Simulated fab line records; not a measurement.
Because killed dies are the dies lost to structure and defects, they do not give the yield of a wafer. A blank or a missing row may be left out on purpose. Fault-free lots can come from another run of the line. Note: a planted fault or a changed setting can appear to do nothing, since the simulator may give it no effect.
Matching of chambers -- flow n5Finfet -- N5_SDB_DESCUM_16 on rieDiel-01: 4 sister chambers
The step chemistry O2, time 7.9 s. 4 wafers are shown with their chamber, then 10 later ones without.

== WAFERS, EACH WITH ITS CHAMBER ==
wafer,chamber,throttleValvePct (%)
L087.3,3,20.58
L087.4,1,19.97
L088.2,0,20.75
L088.3,2,20.57

== WAFERS WHOSE CHAMBER IS MISSING ==
wafer,throttleValvePct (%)
L088.5,20.57
L092.2,19.99
L092.4,20.60
L092.6,19.99
L094.1,19.99
L094.4,20.58
L094.6,20.60
L096.2,20.60
L096.3,20.28
L096.4,20.00

== THE CHAMBER EACH PASSED THROUGH ==
wafer,from the rows above,in truth
L088.5,can't be placed: 2 or 3 or 0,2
L092.2,1,1
L092.4,can't be placed: 3 or 2 or 0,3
L092.6,1,1
L094.1,1,1
L094.4,can't be placed: 3 or 2 or 0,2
L094.6,can't be placed: 3 or 2 or 0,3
L096.2,can't be placed: 3 or 2 or 0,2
L096.3,can't be placed: 2 or 3 or 1 or 0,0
L096.4,1,1
4 of 10 placed correctly. From these rows, 6 cannot be placed; in 6 the true chamber is one of the candidates. 0 placed wrongly.
How it was worked out, from the rows above alone: a wafer's distance from a chamber is the root of the sum, over the readings, of the square of ((its reading less the chamber's mean) divided by the reading's scatter). The wafer belongs to the nearest chamber; if the next one is less than 2 further off, it can't be placed. A chamber's mean is the mean of its shown wafers. The scatter (one wafer shown for each chamber): square how far every hidden wafer sits from the nearest shown wafer, average those squares and take the square root.
